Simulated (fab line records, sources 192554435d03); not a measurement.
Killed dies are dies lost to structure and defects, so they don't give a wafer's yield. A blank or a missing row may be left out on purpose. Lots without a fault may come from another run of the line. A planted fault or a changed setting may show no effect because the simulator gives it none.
Chamber matching | flow n5_finfet | N5_SPACER0_ALD_07 on ald_sin-04: 4 sister chambers
The step deposits SiNx, target thk 2 nm. 8 wafers are shown with their chamber, then 7 later ones without.

WAFERS WITH THEIR CHAMBER
wafer  | chamber | heater_power_w (W)
L480.2 | 0       | 777
L481.5 | 2       | 937
L488.2 | 1       | 843
L488.6 | 3       | 818
L490.1 | 1       | 841
L490.2 | 3       | 798
L490.5 | 2       | 917
L491.2 | 0       | 765

WAFERS WITHOUT THEIR CHAMBER
wafer  | heater_power_w (W)
L491.6 | 963
L497.1 | 855
L497.5 | 870
L497.6 | 798
L498.2 | 859
L498.3 | 801
L498.6 | 789

WHICH CHAMBER EACH WENT THROUGH
wafer  | from the rows above     | in truth
L491.6 | 2                       | 2
L497.1 | 1                       | 1
L497.5 | 1                       | 1
L497.6 | can't be placed: 3 or 0 | 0
L498.2 | 1                       | 1
L498.3 | 3                       | 3
L498.6 | can't be placed: 0 or 3 | 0
Placed correctly: 5 of 7. Can't be placed from these rows: 2 (the true chamber is among the candidates in 2). Placed wrongly: 0.
How it was worked out, from the rows above alone: a wafer's distance from a chamber is the root of the sum, over the readings, of the square of ((its reading less the chamber's mean) divided by the reading's scatter). The wafer belongs to the nearest chamber; if the next one is less than 2 further off, it can't be placed. A chamber's mean is the mean of its shown wafers. The scatter: the root of (the sum of the squares of (reading less its chamber's mean) over the shown wafers, divided by (wafers less chambers)).
